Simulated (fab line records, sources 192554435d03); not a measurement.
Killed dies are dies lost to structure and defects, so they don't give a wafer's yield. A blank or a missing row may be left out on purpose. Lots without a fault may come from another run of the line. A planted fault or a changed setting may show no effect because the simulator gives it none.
A struck lot beside a sound one | flow n5_finfet | 31 steps out of a route of 1938
Sound: wafers L354.2, L354.3, L354.5. Struck: wafers L361.1, L361.4, L361.6. The cause comes at the end.
At each step with rows: each side's tool, then ch and its chambers, then its first start. Under that, the readings that differ: sound wafers | struck wafers | difference of the means | sigmas: that difference in standard deviations of wafers without a fault.
alike: readings whose means differ by less than 2 such deviations, and words and numbers that are the same on both sides. not compared: withheld readings, readings that some wafer has no value for, bounds like >300 that may hide the same value, and numbers for which the record gives no deviation and whose values overlap.
The two part at a step that has a row with sigmas, a row that says differs or no value, or rows on one side only. Numbers that don't overlap but have no deviation are shown without sigmas and don't part them. A reading that every wafer of one side lacks parts them only if that side has two wafers or more.

first, 10 steps without rows for these wafers: N5_FIN_CUT_STRIP_22 (strips in N2/H2); N5_FIN_CUT_PRECLEAN_36 (cleans in O3/DIW, time 60 s); N5_FIN_CUT_SRD_32 (time 30 s); N5_FIN_CUT_UV_OZONE_34 (time 120 s); N5_STI_FIN_REVEAL_ALD_00 (deposits SiO2, target thk 1 nm, pulse time 1 s); N5_STI_FIN_REVEAL_ALD_14 (deposits Si3N4, target thk 3 nm); N5_STI_FIN_REVEAL_FCVD_FILL_01 (material SiO2 flowable, target thk 312 nm, time 512.2 s); N5_STI_FIN_REVEAL_DENSIFY_02 (time 1800 s); N5_STI_FIN_REVEAL_CMP_04 (polishes, stops on Si3N4, t overpolish 4 s, target thk 131.83 nm); N5_STI_FIN_REVEAL_DENSIFY_30.
N5_STI_FIN_REVEAL_ETCHBACK_08: etches SiO2 in C4F6/O2, target depth 30.5 nm, time 10.167 s.
  sound on rie_diel-02 ch 1,2,3, day 4 03:22; struck on rie_diel-06 ch 2,3, day 5 23:27
  no value came back on the struck wafers for any of 8 readings (C4F6_flow_sccm (sccm), O2_flow_sccm (sccm) and others); on the sound wafers C4F6_flow_sccm (sccm) reads 9.958 9.994 9.999
  not compared: rf_hours_counter_h
then, 16 steps without rows for these wafers: N5_STI_FIN_REVEAL_STRIP_24 (strips in N2/H2, time 90 s); N5_STI_FIN_REVEAL_PRECLEAN_25 (cleans in SPM, time 90 s); N5_STI_FIN_REVEAL_PRECLEAN_26 (cleans in SC1, time 45 s); N5_STI_FIN_REVEAL_PRECLEAN_29 (cleans in DHF, time 30 s); N5_STI_FIN_REVEAL_SRD_12 (time 30 s); N5_STI_FIN_REVEAL_RECESS_09 (chemistry HF/NH3, target SiO2, afs cycles 11, target depth 42.5 nm, sublimation time 60 s); N5_STI_FIN_REVEAL_STRIP_16 (strips SiNx in H3PO4, target depth 23.8 nm); N5_STI_FIN_REVEAL_PRECLEAN_17 (cleans in NF3:NH3, afs cycles 1, time 20 s, sublimation time 60 s); N5_STI_FIN_REVEAL_ETCH_34 (etches Si in H2, material Si, target depth 0.97 nm); N5_STI_FIN_REVEAL_OXIDATION_31 (chemistry O2 PLASMA REMOTE, time 20 s); N5_STI_FIN_REVEAL_PRECLEAN_32 (cleans in NF3:NH3, afs cycles 1, time 20 s, sublimation time 60 s); N5_STI_FIN_REVEAL_STRIP_35 (strips Si3N4 in H3PO4, target depth 4 nm, time 39 s); N5_STI_FIN_REVEAL_SRD_21 (time 30 s); N5_STI_FIN_REVEAL_OXIDATION_33 (chemistry O2 PLASMA REMOTE, time 20 s); N5_STI_FIN_REVEAL_CLEAN_19 (cleans in O3/DIW, time 120 s); N5_STI_FIN_REVEAL_SRD_23 (time 30 s).
N5_STI_FIN_REVEAL_FIN_H_MEAS_10:
  sound on ocd-01, day 4 06:19; struck on ocd-01, day 6 02:24
  reading              | sound          | struck         | difference | sigmas
  trench_depth_nm (nm) | 52.8 52.2 50.9 | 21.0 21.6 21.7 | -30.5      | -41
then, 1 step without rows for these wafers: N5_STI_FIN_REVEAL_PRECLEAN_18 (cleans in SC2, time 45 s).
N5_BEOL_M4_RC_MEAS_101:
  the record has rows for the sound wafers here (prober-01 ch 0, day 9 13:55) and none for the struck ones
-- the record jumps here: 10 days lie between the struck wafers' starts before and after (it left off in module BEOL_M4 and takes up again in module PASSIVATION, whose first step shown is number 1936 of the route) --
N5_PASSIVATION_PROBE_49:
  the record has rows for the struck wafers here (prober-01, day 16 00:01) and none for the sound ones

WHERE THEY PART
First at N5_STI_FIN_REVEAL_ETCHBACK_08; last, within this record, at N5_PASSIVATION_PROBE_49.

WHY: what the simulator had put in
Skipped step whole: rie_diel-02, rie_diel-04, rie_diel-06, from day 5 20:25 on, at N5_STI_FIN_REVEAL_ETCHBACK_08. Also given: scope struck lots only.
